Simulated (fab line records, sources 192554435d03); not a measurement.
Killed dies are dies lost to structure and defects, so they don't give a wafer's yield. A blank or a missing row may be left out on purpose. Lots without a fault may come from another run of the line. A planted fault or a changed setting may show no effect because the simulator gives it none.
A struck lot beside a sound one | flow n5_finfet | 17 steps out of a route of 1938
Sound: wafers L873.1, L873.4, L873.6. Struck: wafers L867.1, L867.2, L867.4. The cause comes at the end.
At each step with rows: each side's tool, then ch and its chambers, then its first start. Under that, the readings that differ: sound wafers | struck wafers | difference of the means | sigmas: that difference in standard deviations of wafers without a fault.
alike: readings whose means differ by less than 2 such deviations, and words and numbers that are the same on both sides. not compared: withheld readings, readings that some wafer has no value for, bounds like >300 that may hide the same value, and numbers for which the record gives no deviation and whose values overlap.
The two part at a step that has a row with sigmas, a row that says differs or no value, or rows on one side only. Numbers that don't overlap but have no deviation are shown without sigmas and don't part them. A reading that every wafer of one side lacks parts them only if that side has two wafers or more.

first, 9 steps without rows for these wafers: N5_SD_EPI_P_COAT_35 (time 60 s, resist thk 35 nm); N5_SD_EPI_P_COAT_03 (resist thk 150 nm); N5_SD_EPI_P_EBR_05; N5_SD_EPI_P_SOFTBAKE_04 (time 60 s); N5_SD_EPI_P_EXPOSE_06 (exposes mask SD P BLK, target cd 240 nm); N5_SD_EPI_P_PEB_07 (peb time 60 s); N5_SD_EPI_P_DEVELOP_08 (develop time 30 s); N5_SD_EPI_P_DESCUM_14 (chemistry O2, time 7.9 s); N5_SD_EPI_P_ETCH_36 (etches SiARC in CF4, target depth 45.5 nm, time 75.8 s).
N5_SD_EPI_P_ETCH_37: etches SOC in N2/H2, overetch 108 nm, time 486 s.
  sound on rie_diel-04 ch 0,2,3, day 9 01:17; struck on rie_diel-03 ch 1,2,3, day 7 10:55
  no value came back on the struck wafers for any of 7 readings (bias_w (W), chamber_pressure_mTorr (mTorr) and others); on the sound wafers bias_w (W) reads 131.9 132.8 132.4
  reading                                             | sound          | struck            | difference | sigmas
  model.CAR-ArF-block_of_SD_EPI_P_COAT_03.thk_nm (nm) | 0 0 0          | 110.6 110.6 110.4 | +110.5     |
  model.SiARC_of_SD_EPI_P_COAT_35.thk_nm (nm)         | 19.6 20.2 20.2 | 35 35 35          | +15        |
  not compared: rf_hours_counter_h
then, 1 step without rows for these wafers: N5_SD_EPI_P_STRIP_38 (strips in N2/H2).
N5_SD_EPI_P_ETCHBACK_46: etches SiNx in CH3F/O2, stops on SiO2, target depth 17.5 nm.
  sound on rie_diel-04 ch 0,2,3, day 9 01:37; struck on rie_diel-03 ch 1,2,3, day 7 11:14
  reading               | sound          | struck         | difference | sigmas
  oes_product_au (a.u.) | 0.63 0.61 0.73 | 0.29 0.27 0.29 | -0.37      | -6
  alike: drypump_motor_current_A, rf_vpp_V, showerhead_plenum_p_Torr, throttle_valve_pct
  not compared: rf_hours_counter_h
then, 1 step without rows for these wafers: N5_SD_EPI_P_ETCH_47 (etches SiOCN in CH3F/O2, target depth 25 nm).
N5_SD_EPI_P_ETCH_16: etches SiO2 in CHF3/O2, target depth 5 nm.
  sound on rie_diel-04 ch 0,2,3, day 9 01:49; struck on rie_diel-03 ch 0,1,3, day 7 11:26
  reading                                     | sound          | struck       | difference | sigmas
  model.SiARC_of_SD_EPI_P_COAT_35.thk_nm (nm) | 11.6 12.4 12.2 | 26.8 26.8 27 | +14.8      |
  alike: CHF3_flow_sccm, O2_flow_sccm, drypump_motor_current_A, oes_product_au, rf_vpp_V, showerhead_plenum_p_Torr, throttle_valve_pct
  not compared: rf_hours_counter_h
then, 1 step without rows for these wafers: N5_SD_EPI_P_STRIP_50 (strips in CHF3/O2).
N5_BEOL_M4_RC_MEAS_101:
  the record has rows for the sound wafers here (prober-01 ch 0, day 14 06:17) and none for the struck ones
-- the record jumps here: 10 days lie between the struck wafers' starts before and after (it left off in module BEOL_M4 and takes up again in module PASSIVATION, whose first step shown is number 1936 of the route) --
N5_PASSIVATION_PROBE_49:
  the record has rows for the struck wafers here (prober-01, day 17 11:10) and none for the sound ones

WHERE THEY PART
First at N5_SD_EPI_P_ETCH_37; last, within this record, at N5_PASSIVATION_PROBE_49.

WHY: what the simulator had put in
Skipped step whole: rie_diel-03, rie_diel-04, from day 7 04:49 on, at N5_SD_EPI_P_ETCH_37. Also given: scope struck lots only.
